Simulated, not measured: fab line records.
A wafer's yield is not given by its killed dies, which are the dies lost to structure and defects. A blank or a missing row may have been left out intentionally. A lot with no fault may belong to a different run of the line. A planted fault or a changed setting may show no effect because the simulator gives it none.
fab line records    flow n5-finfet
[record] lots = 6  wafers = 18  last-day = 17
route steps=1938 shown BEOL_M15@1823 PASS1_DEP@1831 MIM_BOT@1832 MIM_TOP@1834 PASSIVATION@1936
lots with no fault: from the same line, run without faults
start-h: the number of hours between the record's first day and the start of the first shown wafer of the lot    wait-h: hours since the lot's step before    " identical to the entry in the row above    L1.1+2: one row covering several wafers at once    - no value, or no start was given    * or withheld: withheld    < > ~ a bound
route shown NAME@n: names a module that has steps shown in the file, with the first one's number in the route    usual: mean and standard deviation over wafers with no fault    same: alike in all rows    chamber/n: place in a boat    sites: per-site readings    _std_site: the standard deviation of these    _edge_site: the outer-site mean with the inner-site mean subtracted    radius-mm: how far each site lies from the wafer's centre    mask NAME#n: copy n    behind: the tool/chamber that last shaped the wafer    hold: why the lot was held/for how many hours/how that ended    device: whichever transistor did not switch (one of n, p or np)    end of line: at the end of the route, the tests of the same wafers    for a step that has no rows: nothing shown but its recipe    killed: the dies lost at the first sort to structure and to defects; this is not the yield of the wafer    map: shows each die of a wafer: x if killed, . if not, _ if none is there
set.NAME: the run value of the setting; set.NAME@STEP: its run value at that earlier step    model.NAME: the simulator's own value behind a step, which no gauge read
lots seen at some steps along the route; tables by step, rows by wafer
services: when a tool's chamber went out of use (start-h, in hours from the record's first day, below 0 if earlier), for how many hours, and the reason
[[steps]]
[step N5_BEOL_M15_ANNEAL_48]
[recipe] temp-c = 225  time-s = 90  ambient = N2
[usual] wafer_temp_C_max = 226.32/0.29
lot.wafer  tool           chamber  start-h  wait-h  wafer_temp_C_max
L416.1     rtp-anneal-01  0        277.87   0.2     226.17
L416.3     "              0        "        "       226.40
L416.4     "              0        "        "       226.30
L418.2     rtp-anneal-01  0        281.07   0.4     226.51
L418.3     "              0        "        "       226.08
L418.6     "              0        "        "       226.43
L427.1     rtp-anneal-02  0        337.73   0.2     226.34
L427.2     "              0        "        "       226.49
L427.5     "              0        "        "       226.06
L430.1     rtp-anneal-01  0        347.98   0.2     225.97
L430.3     "              0        "        "       226.51
L430.5     "              0        "        "       226.04
L437.1     rtp-anneal-01  0        388.34   0.3     226.82
L437.4     "              0        "        "       226.46
L437.6     "              0        "        "       226.31
L435.2     rtp-anneal-02  0        392.82   0.4     226.26
L435.3     "              0        "        "       226.85
L435.6     "              0        "        "       226.40
[step N5_BEOL_M15_CMP_49]
[recipe] stop-on = SiO2  t-overpolish-s = 4.9  down-force-psi = 2  platen-rpm = 80  clearing-platen-down-force-psi = 2  clearing-platen-rpm = 80  post-cmp-clean = cu-alkaline  target-thk-nm = 850  clearing-platen-pad-velocity-m-s = 1.5917  pad-velocity-m-s = 1.5917
[step N5_BEOL_M15_THK_MEAS_50]
[recipe] thk-meas-gauge = xrf  reads = Cu_of_BEOL_M15_ECD_47
[usual] M15_THK = 875/26
lot.wafer  tool           chamber  start-h  wait-h  M15_THK[nm]
L416.1     film-metro-02  -        278.46   -       856
L416.3     "              -        "        "       875
L416.4     "              -        "        "       885
L418.2     film-metro-01  -        281.62   -       896
L418.3     "              -        "        "       844
L418.6     "              -        "        "       830
L427.1     film-metro-02  -        338.32   -       876
L427.2     "              -        "        "       908
L427.5     "              -        "        "       882
L430.1     film-metro-02  -        348.57   -       892
L430.3     "              -        "        "       878
L430.5     "              -        "        "       896
L437.1     film-metro-01  -        388.93   -       913
L437.4     "              -        "        "       843
L437.6     "              -        "        "       933
L435.2     film-metro-01  -        393.37   -       852
L435.3     "              -        "        "       831
L435.6     "              -        "        "       839
[step N5_BEOL_M15_PRE_CLEAN_52]
[recipe] gas = NH3  time-s = 15  temp-c = withheld  rf-power-w = 300
[step N5_BEOL_M15_DEP_53]
[recipe] material = SiCN  target-thk-a = 500  temp-c = withheld  precursor = 3MS/NH3  pressure-torr = 3  rf-w = 675  time-s = 17.8
[step N5_BEOL_M15_RS_MEAS_54]
[recipe] thk-meas-gauge = four-point-probe  reads = Cu_of_BEOL_M15_ECD_47+Ta_of_BEOL_M15_SPUTTER_44+TaN_of_BEOL_M15_SPUTTER_43
[usual] M15_RS = 0.0215/0.00062
lot.wafer  tool           chamber  start-h  wait-h  M15_RS[ohm/sq]
L416.1     film-metro-01  -        278.59   0.0     0.0220
L416.3     "              -        "        "       0.0216
L416.4     "              -        "        "       0.0214
L418.2     film-metro-02  -        281.75   0.1     0.0209
L418.3     "              -        "        "       0.0223
L418.6     "              -        "        "       0.0226
L427.1     film-metro-02  -        338.45   0.1     0.0216
L427.2     "              -        "        "       0.0207
L427.5     "              -        "        "       0.0214
L430.1     film-metro-01  -        348.70   0.0     0.0208
L430.3     "              -        "        "       0.0211
L430.5     "              -        "        "       0.0207
L437.1     film-metro-02  -        389.06   0.0     0.0206
L437.4     "              -        "        "       0.0223
L437.6     "              -        "        "       0.0202
L435.2     film-metro-01  -        393.49   0.1     0.0217
L435.3     "              -        "        "       0.0224
L435.6     "              -        "        "       0.0222
[step N5_BEOL_M15_INSPECT_55]
[recipe] inspect-instrument = darkfield  mode = post-dep
[usual] raw-defect-count = 68/20
lot.wafer  tool               chamber  start-h  wait-h  raw-defect-count
L416.1     defect-inspect-01  -        278.62   0.0     62
L416.3     "                  -        "        "       43
L416.4     "                  -        "        "       52
L418.2     defect-inspect-01  -        281.77   0.0     67
L418.3     "                  -        "        "       46
L418.6     "                  -        "        "       71
L427.1     defect-inspect-01  -        338.48   0.0     64
L427.2     "                  -        "        "       65
L427.5     "                  -        "        "       72
L430.1     defect-inspect-01  -        348.73   0.0     65
L430.3     "                  -        "        "       68
L430.5     "                  -        "        "       54
L437.1     defect-inspect-01  -        389.09   0.0     40
L437.4     "                  -        "        "       75
L437.6     "                  -        "        "       39
L435.2     defect-inspect-01  -        393.52   0.0     54
L435.3     "                  -        "        "       72
L435.6     "                  -        "        "       87
[step N5_BEOL_M15_RC_MEAS_101]
[usual] COMB_M10 = 1.4e-11/2.8e-12  COMB_M11 = 1.4e-11/3e-12  COMB_M12 = 5.7e-12/1.3e-12  COMB_M13 = 4.2e-12/9.3e-13  COMB_M14 = 3.4e-12/9.2e-13  COMB_M15 = 2.2e-12/6e-13  COMB_M5 = 3.5e-11/7.2e-12  COMB_M6 = 2.5e-11/5.1e-12  COMB_M7 = 2.5e-11/6e-12  COMB_M7_max_site = 3.6e-11/9.3e-12  COMB_M8 = 2.5e-11/4.9e-12  COMB_M9 = 1.5e-11/3.2e-12  COMB_M9_max_site = 2.1e-11/5.1e-12  SERP_M10 = 3.05/0.084  SERP_M11 = 3.04/0.13  SERP_M12 = 0.637/0.021  SERP_M13 = 0.312/0.0089  SERP_M14 = 0.160/0.0048  SERP_M5 = 39.5/2.5  SERP_M5_max_site = 41.1/2.6  SERP_M6 = 13.8/0.7  SERP_M7 = 14.1/0.82  SERP_M8 = 13.9/0.73  SERP_M9 = 3.03/0.12
lot.wafer  tool       chamber  start-h  wait-h  COMB_M10[S/m]  COMB_M11[S/m]  COMB_M12[S/m]  COMB_M13[S/m]  COMB_M14[S/m]  COMB_M15[S/m]  COMB_M5[S/m]  COMB_M6[S/m]  COMB_M7[S/m]  COMB_M7_max_site[S/m]  COMB_M8[S/m]  COMB_M9[S/m]  COMB_M9_max_site[S/m]  SERP_M10[ohm/um]  SERP_M11[ohm/um]  SERP_M12[ohm/um]  SERP_M13[ohm/um]  SERP_M14[ohm/um]  SERP_M5[ohm/um]  SERP_M5_max_site[ohm/um]  SERP_M6[ohm/um]  SERP_M7[ohm/um]  SERP_M8[ohm/um]  SERP_M9[ohm/um]
L416.1     prober-01  0        278.64   0.0     8.5e-12        9e-12          4.9e-12        7e-12          5.1e-12        2e-12          3.7e-11       3e-11         3.8e-11       4.3e-11                2.4e-11       1.9e-11       2.3e-11                3.01              3.12              0.626             0.320             0.157             39.5             41.2                      13.7             12.5             14.4             3.15
L416.3     "          0        "        "       1.01e-11       9e-12          6.3e-12        4.5e-12        3.1e-12        1.8e-12        2.4e-11       2.2e-11       2.4e-11       2.8e-11                2.1e-11       1.7e-11       2.5e-11                3.15              2.92              0.649             0.304             0.156             38.1             40.0                      13.2             13.4             14.7             3.08
L416.4     "          0        "        "       1.26e-11       1.1e-11        6.4e-12        3.2e-12        3e-12          2.3e-12        4.5e-11       2.2e-11       2.5e-11       3.4e-11                2.1e-11       1.4e-11       2.2e-11                3.00              3.05              0.641             0.315             0.162             40.5             41.8                      13.8             14.2             14.7             2.99
L418.2     prober-01  0        281.95   0.2     1.58e-11       1.4e-11        4.2e-12        4e-12          2.9e-12        1.7e-12        3.7e-11       2.1e-11       2.6e-11       3.9e-11                2.8e-11       1.1e-11       1.7e-11                3.05              3.05              0.645             0.308             0.158             38.8             40.3                      13.9             13.2             14.7             3.07
L418.3     "          0        "        "       1.68e-11       1.4e-11        5.7e-12        2.7e-12        2.6e-12        1.8e-12        3.3e-11       2.1e-11       2.8e-11       3.4e-11                2.7e-11       1.2e-11       1.4e-11                2.94              3.10              0.647             0.312             0.169             37.4             41.4                      14.9             14.9             14.5             3.12
L418.6     "          0        "        "       1.29e-11       1.2e-11        6.3e-12        2.2e-12        2.3e-12        2e-12          4.1e-11       2.7e-11       2.8e-11       4.2e-11                2.6e-11       1.2e-11       1.8e-11                2.95              3.09              0.634             0.313             0.167             40.6             42.6                      13.7             12.7             14.5             2.97
L427.1     prober-01  0        338.50   0.0     1.65e-11       1.2e-11        5.5e-12        4.9e-12        5.2e-12        2.3e-12        3.1e-11       3.5e-11       2.2e-11       3.5e-11                3.1e-11       1.1e-11       1.7e-11                3.05              3.22              0.649             0.330             0.156             41.1             42.7                      13.2             13.0             12.8             3.28
L427.2     "          0        "        "       1.23e-11       2e-11          4.3e-12        4.1e-12        3.3e-12        1.5e-12        2.9e-11       4.4e-11       2.8e-11       3.9e-11                3.7e-11       1.3e-11       2.2e-11                3.06              2.91              0.631             0.324             0.158             40.8             41.9                      13.0             13.9             14.2             3.13
L427.5     "          0        "        "       1.22e-11       1.4e-11        4.6e-12        4.3e-12        4.2e-12        1e-12          2.3e-11       2.9e-11       2.6e-11       4e-11                  2e-11         9e-12         2.5e-11                2.94              2.94              0.644             0.328             0.158             41.1             44.5                      12.8             13.3             13.9             3.29
L430.1     prober-01  0        348.75   0.0     1.58e-11       1.1e-11        3.6e-12        4.8e-12        3.9e-12        1.7e-12        4.2e-11       2.4e-11       2.2e-11       2.8e-11                1.7e-11       1.4e-11       2.1e-11                3.11              3.16              0.619             0.307             0.153             43.4             46.2                      14.1             13.4             13.2             3.03
L430.3     "          0        "        "       1.29e-11       1.3e-11        4.5e-12        4.4e-12        4.4e-12        1.6e-12        3.3e-11       2.3e-11       2.3e-11       3.5e-11                2.4e-11       1.5e-11       1.9e-11                3.00              3.12              0.668             0.326             0.165             39.9             43.4                      15.6             15.2             12.5             2.77
L430.5     "          0        "        "       1.22e-11       1.1e-11        7.1e-12        3.8e-12        2.2e-12        1.7e-12        3.8e-11       2.3e-11       2.3e-11       3.8e-11                2.9e-11       1.4e-11       2.3e-11                3.04              3.10              0.654             0.308             0.153             43.5             45.8                      14.5             14.4             13.8             3.06
L437.1     prober-02  0        389.11   0.0     1.97e-11       1.1e-11        5.6e-12        5.8e-12        3.5e-12        2.4e-12        3.1e-11       2.5e-11       2.8e-11       3.2e-11                2.4e-11       1.4e-11       1.8e-11                3.04              2.95              0.642             0.327             0.159             40.5             42.0                      13.4             13.0             14.1             3.15
L437.4     "          0        "        "       1.06e-11       1e-11          6.9e-12        4.8e-12        4.7e-12        2.1e-12        3.3e-11       2e-11         1.7e-11       2.3e-11                2e-11         1.3e-11       2.2e-11                3.03              3.17              0.670             0.330             0.157             35.4             36.3                      12.5             12.8             14.5             2.98
L437.6     "          0        "        "       1.01e-11       1e-11          8.5e-12        5.5e-12        3e-12          1.9e-12        3.1e-11       2.4e-11       1.8e-11       2.2e-11                2.5e-11       1.4e-11       1.9e-11                3.07              3.16              0.652             0.302             0.156             39.8             40.7                      14.0             13.5             13.4             3.27
L435.2     prober-02  0        393.70   0.2     1.21e-11       1.6e-11        4.3e-12        3.9e-12        3.8e-12        1.8e-12        2.5e-11       2.4e-11       2.8e-11       6.7e-11                2.7e-11       9e-12         1.6e-11                3.12              3.12              0.638             0.316             0.159             37.6             39.1                      13.7             13.4             13.9             2.91
L435.3     "          0        "        "       1.75e-11       1.2e-11        9.6e-12        5.2e-12        3.3e-12        3e-12          2.8e-11       2.4e-11       3.2e-11       6.2e-11                2.1e-11       1.7e-11       2.2e-11                2.88              2.92              0.623             0.304             0.172             41.2             43.0                      14.2             15.1             13.1             3.02
L435.6     "          0        "        "       1.1e-11        1.8e-11        5.5e-12        5.8e-12        3.2e-12        2.3e-12        2.6e-11       1.9e-11       2.6e-11       3.9e-11                2.1e-11       1e-11         1.8e-11                3.05              2.95              0.614             0.310             0.162             41.1             42.0                      14.3             14.2             13.3             2.99
[step N5_PASSIVATION_PECVD_00]
[recipe] material = SiO2  target-thk-a = 2000  temp-c = 400  precursor = SiH4/N2O  pressure-torr = 2.7  rf-w = 608  time-s = 11.2
[usual] heater-power-outer-w = 381/73  heater-power-w = 638/98  showerhead-plenum-p-Torr = 8.14/0.12  throttle-valve-pct = 50.4/2.8
lot.wafer  tool      chamber  start-h  wait-h  heater-power-outer-w  heater-power-w  showerhead-plenum-p-Torr  throttle-valve-pct
L416.1     pecvd-01  2        279.61   0.8     483                   799             8.05                      48.1
L416.3     "         1        "        "       429                   683             7.99                      52.1
L416.4     "         0        "        "       390                   614             8.12                      50.5
L418.2     pecvd-01  2        282.76   0.7     460                   793             8.06                      48.1
L418.3     "         1        "        "       417                   675             8.03                      52.1
L418.6     "         0        "        "       383                   574             8.11                      50.6
L427.1     pecvd-04  2        339.48   0.8     324                   604             8.03                      50.8
L427.2     "         1        "        "       416                   699             8.39                      50.9
L427.5     "         0        "        "       394                   567             8.03                      58.5
L430.1     pecvd-03  0        349.71   0.8     370                   701             8.32                      50.2
L430.3     "         2        "        "       379                   592             8.19                      48.7
L430.5     "         1        "        "       286                   536             8.24                      46.6
L437.1     pecvd-03  2        390.08   0.8     355                   552             8.18                      48.7
L437.4     "         0        "        "       407                   730             8.33                      50.4
L437.6     "         2        "        "       364                   554             8.21                      48.9
L435.2     pecvd-04  1        394.52   0.7     362                   636             8.41                      50.7
L435.3     "         2        "        "       300                   575             8.03                      51.1
L435.6     "         1        "        "       374                   672             8.39                      50.9
[step N5_MIM_BOT_DEGAS_01]
[recipe] ambient = vacuum  temp-c = 300  time-s = 60
[usual] heater-power-w = 459/49
lot.wafer  tool            chamber  start-h  wait-h  heater-power-w
L416.1     pvd-sputter-03  -        280.55   0.9     571
L416.3     "               -        "        "       467
L416.4     "               -        "        "       525
L418.2     pvd-sputter-01  -        285.68   2.9     404
L418.3     "               -        "        "       508
L418.6     "               -        "        "       387
L427.1     pvd-sputter-01  -        340.03   0.5     522
L427.2     "               -        "        "       397
L427.5     "               -        "        "       388
L430.1     pvd-sputter-03  -        350.55   0.8     472
L430.3     "               -        "        "       471
L430.5     "               -        "        "       461
L437.1     pvd-sputter-02  -        390.84   0.7     439
L437.4     "               -        "        "       451
L437.6     "               -        "        "       488
L435.2     pvd-sputter-02  -        396.28   1.8     406
L435.3     "               -        "        "       472
L435.6     "               -        "        "       463
[step N5_MIM_BOT_SPUTTER_00]
[recipe] material = TiN  target-thk-a = 350  temp-c = 200  power-w = 3000  chamber-pressure-pa = 0.49996  gas = Ar  reactive-partial-pa = 0.37997  time-s = 89.7
[usual] substrate-temp-c = 200.00/0.16  throttle-valve-pct = 30.5/1
lot.wafer  tool            chamber  start-h  wait-h  substrate-temp-c  throttle-valve-pct
L416.1     pvd-sputter-03  -        280.59   0.0     199.73            29.6
L416.3     "               -        "        "       199.90            30.8
L416.4     "               -        "        "       200.23            30.4
L418.2     pvd-sputter-01  -        285.72   0.0     199.68            30.1
L418.3     "               -        "        "       199.81            29.8
L418.6     "               -        "        "       200.12            30.4
L427.1     pvd-sputter-01  -        340.07   0.0     200.02            30.0
L427.2     "               -        "        "       200.08            30.6
L427.5     "               -        "        "       200.23            30.6
L430.1     pvd-sputter-03  -        350.59   0.0     199.79            30.7
L430.3     "               -        "        "       199.93            30.6
L430.5     "               -        "        "       199.80            30.8
L437.1     pvd-sputter-02  -        390.88   0.0     199.84            31.1
L437.4     "               -        "        "       199.96            32.6
L437.6     "               -        "        "       199.97            29.3
L435.2     pvd-sputter-02  -        396.32   0.0     200.07            29.4
L435.3     "               -        "        "       199.88            29.3
L435.6     "               -        "        "       200.09            32.4
[step N5_MIM_TOP_ALD_00]
[recipe] material = Al2O3  target-thk-a = *  temp-c = withheld  ald-precursor-family = TMA  ald-co-reactant = O3  pulse-time-s = withheld  purge-time-s = 3  co-reactant-purge-time-s = withheld  co-reactant-pulse-time-s = 3  ald-cycles = withheld
[usual] precursor-pulse-height-rel = 1.001/0.02
lot.wafer  tool       chamber  start-h  wait-h  precursor-pulse-height-rel
L416.1     ald-hk-01  3        280.70   0.1     0.991
L416.3     "          2        "        "       1.035
L416.4     "          1        "        "       1.001
L418.2     ald-hk-02  0        285.82   0.1     1.028
L418.3     "          3        "        "       0.995
L418.6     "          2        "        "       0.974
L427.1     ald-hk-02  3        340.17   0.1     0.979
L427.2     "          0        "        "       1.001
L427.5     "          2        "        "       0.999
L430.1     ald-hk-02  2        350.69   0.1     1.017
L430.3     "          1        "        "       1.002
L430.5     "          0        "        "       0.990
L437.1     ald-hk-01  3        390.98   0.1     0.980
L437.4     "          1        "        "       1.042
L437.6     "          1        "        "       1.004
L435.2     ald-hk-01  3        396.43   0.1     1.001
L435.3     "          0        "        "       1.006
L435.6     "          2        "        "       1.016
[step N5_MIM_TOP_ALD_01]
[recipe] material = HfO2  target-thk-a = 56  temp-c = withheld  ald-precursor-family = Hf-amide  ald-co-reactant = O3  pulse-time-s = 1  purge-time-s = 3  co-reactant-purge-time-s = 2  co-reactant-pulse-time-s = 3  ald-cycles = 62
[usual] ald-cycles = 62/0  precursor-pulse-height-rel = 0.998/0.02
[same] pulse-time-s = 1
lot.wafer  tool       chamber  start-h  wait-h  ald-cycles  precursor-pulse-height-rel
L416.1     ald-hk-01  3        280      -       62          1.012
L416.3     "          2        "        "       62          0.995
L416.4     "          1        "        "       62          1.028
L418.2     ald-hk-02  0        285      -       62          0.994
L418.3     "          3        "        "       62          1.006
L418.6     "          2        286      -       62          0.987
L427.1     ald-hk-02  3        340      -       65          1.010
L427.2     "          0        "        "       62          0.989
L427.5     "          2        "        "       62          1.009
L430.1     ald-hk-02  2        350      -       65          0.981
L430.3     "          1        "        "       62          0.971
L430.5     "          0        "        "       62          0.963
L437.1     ald-hk-01  3        391      -       62          0.969
L437.4     "          1        "        "       62          0.977
L437.6     "          1        "        "       62          0.979
L435.2     ald-hk-01  3        396      -       62          1.006
L435.3     "          0        "        "       62          0.982
L435.6     "          2        "        "       62          1.003
[step N5_MIM_TOP_ALD_02]
[recipe] material = Al2O3  target-thk-a = *  temp-c = withheld  ald-precursor-family = TMA  ald-co-reactant = O3  pulse-time-s = withheld  purge-time-s = 3  co-reactant-purge-time-s = withheld  co-reactant-pulse-time-s = 3  ald-cycles = withheld
[step N5_PASSIVATION_PROBE_49]
[usual] defect-limited-yield = 91.1/1.4  killed_at_M0_to_M3 = 36/9.9  killed_at_M4_up = 13/5.8  killed-at-contacts = 14/5.9  killed-at-front-end = 39/11  killed-at-other = 3.4/2.9  killed-dies = 105/17  killed-open = 70/13  killed-short = 34/7.3  sort_bin_5_function = 5.3/1  sort_bin_6_memory = 3.3/0.62  sort_bin_8_speed = 0.01/0.057  sort-n-pass = 1075/17  sort-yield-pct = 91.1/1.4
[same] gross-dies = 1180  killed-at-back-side = 0  sort_bin_4_leakage[%] = 0
lot.wafer  tool       chamber  start-h  wait-h  defect-limited-yield[%]  killed_at_M0_to_M3  killed_at_M4_up  killed-at-contacts  killed-at-front-end  killed-at-other  killed-dies  killed-open  killed-short  sort_bin_5_function[%]  sort_bin_6_memory[%]  sort_bin_8_speed[%]  sort-n-pass  sort-yield-pct[%]
L416.1     prober-02  -        294.01   0.0     88.6                     46                  15               9                   62                   2                134          97           36            6.9                     3.9                   0                    1046         88.6
L416.3     prober-02  -        294.11   0.1     90.6                     42                  9                13                  46                   1                111          75           27            6.0                     2.3                   0                    1069         90.6
L416.4     prober-02  -        294.16   0.2     91.7                     42                  7                7                   38                   4                98           69           29            4.9                     3.1                   0.51                 1076         91.2
L418.2     prober-01  -        297.37   0.1     89.9                     33                  13               19                  51                   3                119          81           38            5.8                     3.7                   0                    1061         89.9
L418.3     prober-01  -        297.42   0.1     91.2                     34                  9                12                  44                   5                104          70           34            5.3                     3.4                   0                    1076         91.2
L418.6     prober-01  -        297.57   0.3     91.0                     48                  5                12                  40                   1                106          70           36            5.6                     3.4                   0                    1074         91.0
L427.1     prober-02  -        355.09   0.0     90.8                     28                  14               7                   58                   1                108          62           46            5.5                     3.1                   0                    1072         90.8
L427.2     prober-02  -        355.14   0.1     90.5                     34                  15               19                  42                   2                112          76           36            5.6                     3.6                   0                    1068         90.5
L427.5     prober-02  -        355.29   0.2     92.3                     42                  5                7                   36                   1                91           60           31            4.9                     2.6                   0                    1089         92.3
// killed by level:class
L416.1 STI_FIN_REVEAL:geometric-particle:open=29 BEOL_M0_SAQP:geometric-particle:short=10 BEOL_M0_SAQP:geometric-particle:open=9 MOL_CONTACT_COAG:geometric-particle:open=7 BEOL_M1:geometric-particle:open=7 BEOL_M2:geometric-particle:open=7 FIN_SAQP:geometric-particle:open=5 DUMMY_GATE:geometric-particle:open=5
L416.3 STI_FIN_REVEAL:geometric-particle:open=18 BEOL_M0_SAQP:geometric-particle:open=13 MOL_CONTACT_COAG:geometric-particle:open=11 BEOL_M0_SAQP:geometric-particle:short=11 HKMG_FIN:area-etch=8 BEOL_M2:geometric-particle:open=7 STI_FIN_REVEAL:geometric-particle:short=5 GATE_CUT:geometric-particle:short=5
L416.4 BEOL_M0_SAQP:geometric-particle:open=10 BEOL_M0_SAQP:geometric-particle:short=9 DUMMY_GATE:geometric-particle:open=8 BEOL_M3:geometric-particle:open=8 MOL_CONTACT_COAG:geometric-particle:open=7 BEOL_M2:geometric-particle:open=7 STI_FIN_REVEAL:geometric-particle:open=6 STARTING-WAFER:geometric-particle:open=5
L418.2 MOL_CONTACT_COAG:geometric-particle:open=16 STI_FIN_REVEAL:geometric-particle:open=10 DUMMY_GATE:geometric-particle:open=7 BEOL_M2:geometric-particle:open=7 BEOL_M1:geometric-particle:open=7 FIN_SAQP:geometric-particle:short=6 BEOL_M0_SAQP:geometric-particle:open=5 BEOL_M1:geometric-particle:short=5
L418.3 STI_FIN_REVEAL:geometric-particle:open=10 MOL_CONTACT_COAG:geometric-particle:open=10 FIN_SAQP:geometric-particle:open=9 BEOL_M1:geometric-particle:open=7 BEOL_M2:geometric-particle:open=6 DUMMY_GATE:geometric-particle:open=5 GATE_CUT:geometric-particle:short=4 BEOL_M3:geometric-particle:open=4
L418.6 BEOL_M0_SAQP:geometric-particle:open=12 BEOL_M1:geometric-particle:open=12 BEOL_M0_SAQP:geometric-particle:short=9 FIN_SAQP:geometric-particle:short=8 STI_FIN_REVEAL:geometric-particle:open=8 MOL_CONTACT_COAG:geometric-particle:open=8 BEOL_M3:geometric-particle:open=7 FIN_SAQP:geometric-particle:open=4
L427.1 STI_FIN_REVEAL:geometric-particle:open=12 GATE_CUT:geometric-particle:short=12 BEOL_M0_SAQP:geometric-particle:open=12 FIN_SAQP:geometric-particle:open=11 BEOL_M0_SAQP:geometric-particle:short=11 BEOL_M4:geometric-particle:open=8 MOL_CONTACT_COAG:geometric-particle:open=7 GATE_CUT:geometric-particle:open=5
L427.2 BEOL_M0_SAQP:geometric-particle:open=15 MOL_CONTACT_COAG:geometric-particle:open=13 STI_FIN_REVEAL:geometric-particle:open=12 BEOL_M0_SAQP:geometric-particle:short=11 BEOL_M3:geometric-particle:open=7 FIN_SAQP:geometric-particle:open=6 GATE_CUT:geometric-particle:open=6 MOL_CONTACT_COAG:geometric-particle:short=6
L427.5 BEOL_M0_SAQP:geometric-particle:short=16 STI_FIN_REVEAL:geometric-particle:open=13 BEOL_M3:geometric-particle:open=11 BEOL_M0_SAQP:geometric-particle:open=8 MOL_CONTACT_COAG:geometric-particle:open=7 GATE_CUT:geometric-particle:short=6 FIN_SAQP:geometric-particle:open=4 STI_FIN_REVEAL:geometric-particle:short=3
[[services]]
tool            chamber  start-h  hours  kind
pecvd-03        0        262.05   7.4    repair
pecvd-03        2        266.43   2.0    repair
ald-hk-01       -        291.53   0.7    repair
pecvd-04        -        303.32   1.0    repair
pecvd-04        -        319.57   2.8    pm
pecvd-01        1        339.57   4.3    repair
pecvd-03        -        341.62   1.6    repair
pecvd-01        -        349.86   0.8    pm
pecvd-03        0        363.38   14.3   repair
pvd-sputter-02  -        371.63   0.5    repair
pecvd-04        -        373.74   0.6    repair
ald-hk-02       -        382.57   0.5    repair
[[key]]
[first-sign] step = N5_MIM_TOP_ALD_01  reading = ald-cycles  direction = up  sigmas = 99+  usual = *  struck = *
effect none on later readings
met-at N5_MIM_TOP_ALD_01
struck-wafers L427.1,L430.1
onset-between 285 340
[fault] kind = process-parameter-drift  tool = ald-hk-02  chamber = -  onset-h = 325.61  steps = N5_MIM_TOP_ALD_01  channel = ald-cycles  offset = *  shape = step  end-h = 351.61  scope = struck-wafers-only  acts-in = *  stated = *
